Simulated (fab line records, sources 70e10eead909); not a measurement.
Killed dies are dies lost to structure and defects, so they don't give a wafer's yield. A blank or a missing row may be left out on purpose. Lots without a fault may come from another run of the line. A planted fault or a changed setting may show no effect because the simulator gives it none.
Which tool did it? | flow nand_harc | 13 lots, 39 wafers sampled, at 5 steps of a route of 1159

WHAT THE GAUGES READ, wafer by wafer
NHARC_HYBRID_BOND_INSPECT_06: inspects for defects (ir void). Usual: raw_defect_count 31, standard deviation 14.
lot  | measured     | on                | raw_defect_count | flag
L516 | day 19 02:14 | defect_inspect-02 | 5 11 7           |
L515 | day 19 02:15 | defect_inspect-01 | 28 36 19         |
L517 | day 18 13:32 | defect_inspect-01 | 18 13 14         |
L518 | day 19 13:23 | defect_inspect-01 | 33 37 48         |
L519 | day 19 17:40 | defect_inspect-02 | 21 23 27         |
L520 | day 19 17:39 | defect_inspect-01 | 25 30 29         |
L521 | day 20 08:08 | defect_inspect-01 | 29 24 22         |
L522 | day 20 17:14 | defect_inspect-01 | 24 26 17         |
L523 | day 20 17:14 | defect_inspect-02 | 20 28 30         |
L524 | day 20 21:38 | defect_inspect-01 | 53 45 50         |
L528 | day 22 12:49 | defect_inspect-01 | 40 28            |
L535 | day 24 04:46 | defect_inspect-01 | 26 36 25         |
L537 | day 24 04:47 | defect_inspect-01 | 67 45 53         |

NHARC_THIN_TSV_THK_MEAS_02: measures by ir. Usual: thk_nm 2973 nm, standard deviation 210.
lot  | measured     | on            | thk_nm (nm)    | flag
L516 | day 19 03:53 | film_metro-01 | 2834 3196 2938 |
L515 | day 19 05:05 | film_metro-02 | 2843 3243 3236 |
L517 | day 18 16:22 | film_metro-01 | 2881 2855 3021 |
L518 | day 19 15:01 | film_metro-02 | 2887 3237 3054 |
L519 | day 19 20:32 | film_metro-02 | 2856 2934 2944 |
L520 | day 19 19:20 | film_metro-02 | 2617 2916 3002 |
L521 | day 20 09:45 | film_metro-02 | 2952 2779 3150 |
L522 | day 20 19:17 | film_metro-01 | 3373 3105 3522 |
L523 | day 20 20:53 | film_metro-02 | 2781 2867 3171 |
L524 | day 21 00:28 | film_metro-01 | 2525 2749 2935 |
L528 | day 22 15:41 | film_metro-01 | 3125 2611      |
L535 | day 24 07:37 | film_metro-01 | 2871 2680 2777 |
L537 | day 24 10:01 | film_metro-02 | 3111 2972 3142 |

NHARC_THIN_TSV_CD_MEAS_16. Usual: cd_nm 1000.4 nm, standard deviation 1.6.
lot  | measured     | on        | cd_nm (nm)           | flag
L516 | day 19 05:54 | cd_sem-01 | 998.8 998.7 999.5    |
L515 | day 19 06:58 | cd_sem-03 | 999.8 1000.2 999.2   |
L517 | day 18 18:15 | cd_sem-03 | 1000.8 1002.5 1000.6 |
L518 | day 19 17:14 | cd_sem-01 | 1000.7 999.9 999.1   |
L519 | day 19 22:36 | cd_sem-03 | 1000.6 999.5 999.9   |
L520 | day 19 21:32 | cd_sem-02 | 999.6 999.4 1000.7   |
L521 | day 20 11:48 | cd_sem-01 | 999.7 999.6 1000.5   |
L522 | day 20 21:10 | cd_sem-02 | 1000.7 1000.8 999.8  |
L523 | day 20 22:46 | cd_sem-01 | 1001.8 999.2 1000.8  |
L524 | day 21 02:43 | cd_sem-03 | 1000.4 1001.2 999.3  |
L528 | day 22 17:35 | cd_sem-03 | 1001.1 999.8         |
L535 | day 24 09:31 | cd_sem-01 | 1002.4 1001.1 1004.0 |
L537 | day 24 12:02 | cd_sem-02 | 999.6 1001.0 1000.7  |

NHARC_END_SORT_01. Usual: defect_limited_yield 95.6 %, standard deviation 1.6; killed_at_array 26, standard deviation 10; killed_at_other 0.5, standard deviation 0.87; killed_at_periphery 3.0, standard deviation 2.5; killed_dies 29, standard deviation 11; killed_open 3.3, standard deviation 1.9; killed_short 1.8, standard deviation 1.5; sort_bin_2_pct 1.3 %, standard deviation 0.63; sort_bin_3_pct 0.25 %, standard deviation 0.22; sort_bin_4_pct 2.8 %, standard deviation 1.1; sort_n_pass 648, standard deviation 11; sort_rim_yield_pct 96.5 %, standard deviation 2.6; sort_yield_pct 95.6 %, standard deviation 1.6.
lot  | measured     | on        | defect_limited_yield (%) | killed_at_array | killed_at_other | killed_at_periphery | killed_dies | killed_open | killed_short | sort_bin_2_pct (%) | sort_bin_3_pct (%) | sort_bin_4_pct (%) | sort_n_pass | sort_rim_yield_pct (%) | sort_yield_pct (%) | flag
L518 | day 20 08:04 | prober-02 | 95.4 95.1 94.4           | 28 30 35        | 1 0 1           | 2 3 2               | 31 33 38    | 4 2 2       | 0 1 0        | 1.2 1.6 1.8        | 0.30 0.30 0.44     | 3.1 3.0 3.4        | 646 644 639 | 98.1 95.3 96.2         | 95.4 95.1 94.4     |
L524 | day 21 21:32 | prober-02 | 93.6 95.0 94.2           | 41 32 38        | 0 1 0           | 2 1 1               | 43 34 39    | 7 5 1       | 0 0 0        | 1.9 2.2 1.3        | 0.44 0.15 0.59     | 4.0 2.7 3.8        | 634 643 638 | 94.3 93.4 99.1         | 93.6 95.0 94.2     |
L528 | day 23 07:49 | prober-02 | 93.6 95.7 0              | 40 26 34        | 1 0 0           | 2 3 643             | 43 29 677   | 5 4 5       | 2 2 4        | 1.6 1.2 95.9       | 0 0.15 0.59        | 4.7 3.0 3.5        | 634 648 0   | 97.2 97.2 0            | 93.6 95.7 0        | OFF
L535 | day 24 23:58 | prober-01 | 95.9 94.5 96.3           | 21 27 18        | 1 1 2           | 6 9 5               | 28 37 25    | 3 4 0       | 3 1 3        | 1.2 1.8 1.0        | 0.44 0 0.15        | 2.5 3.7 2.5        | 649 640 652 | 98.1 93.4 97.2         | 95.9 94.5 96.3     |

WHICH TOOL RAN EACH LOT (tool, then ch and the chambers of the sampled wafers, then the start)
lot  | NHARC_P_M0_PVD_21
L516 | pvd_sputter-02, day 6 06:55
L515 | pvd_sputter-03, day 6 10:19
L517 | pvd_sputter-03, day 6 11:32
L518 | pvd_sputter-02, day 7 01:24
L519 | pvd_sputter-03, day 7 02:00
L520 | pvd_sputter-01, day 7 03:04
L521 | pvd_sputter-01, day 7 11:17
L522 | pvd_sputter-03, day 7 19:51
L523 | pvd_sputter-03, day 8 02:19
L524 | pvd_sputter-02, day 8 11:39
L528 | pvd_sputter-03, day 9 22:03
L535 | pvd_sputter-02, day 11 08:07
L537 | pvd_sputter-02, day 11 13:51
- NHARC_P_M0_PVD_21: deposits Cu, target thk 30 nm, time 20.49 s.

WHAT THE TOOLS THEMSELVES READ (means of the sampled wafers that have a number; where no wafer has one, the mark that the record gives instead)
NHARC_P_M0_PVD_21. Usual: cathode_dc_power_W 5000.0 W, standard deviation 0.84; throttle_valve_pct 29.9 %, standard deviation 1.4.
lot  | tool           | cathode_dc_power_W (W) | throttle_valve_pct (%) | flag
L516 | pvd_sputter-02 | 5000.7                 | 30.3                   |
L515 | pvd_sputter-03 | 5000.2                 | 30.9                   |
L517 | pvd_sputter-03 | 4999.7                 | 29.8                   |
L518 | pvd_sputter-02 | 4999.2                 | 29.4                   |
L519 | pvd_sputter-03 | 5000.6                 | 30.7                   |
L520 | pvd_sputter-01 | 5000.1                 | 29.0                   |
L521 | pvd_sputter-01 | 4999.2                 | 29.9                   |
L522 | pvd_sputter-03 | 5000.2                 | 30.6                   |
L523 | pvd_sputter-03 | 4999.7                 | 29.9                   |
L524 | pvd_sputter-02 | 4999.8                 | 29.6                   |
L528 | pvd_sputter-03 | 5000.2                 | 29.8                   |
L535 | pvd_sputter-02 | 5000.2                 | 29.9                   |
L537 | pvd_sputter-02 | 4999.0                 | 29.8                   |

THE ANSWER, worked out from the rows above alone
Rule: a lot is off if the mean of its wafers that have a number lies more than 3 standard deviations from the usual mean. A lot without any number at a reading at which 4 lots or more have one is off too. The other lots that the step has rows for count as sound. The gauges are gone through in route order, then the tools' own readings, and for those a lot's mean is taken as printed above. The first step at which some lot is off is used, and at that step the reading that is off furthest; a lot without a number counts as furthest.
Off: L528, at NHARC_END_SORT_01 (killed_at_periphery). Neither off nor sound, because the step has no rows for them: L516, L515, L517, L519, L520, L521, L522, L523, L537.
A tool fits if, at a process step before that reading, it ran every lot that is off, and no sound lot after the first of them. The gauges at NHARC_END_SORT_01 are tried like those tools. Can't be told from this: 2 tools fit, pvd_sputter-03 at NHARC_P_M0_PVD_21, prober-02 at NHARC_END_SORT_01.

WHAT THE SIMULATOR HAD PUT IN
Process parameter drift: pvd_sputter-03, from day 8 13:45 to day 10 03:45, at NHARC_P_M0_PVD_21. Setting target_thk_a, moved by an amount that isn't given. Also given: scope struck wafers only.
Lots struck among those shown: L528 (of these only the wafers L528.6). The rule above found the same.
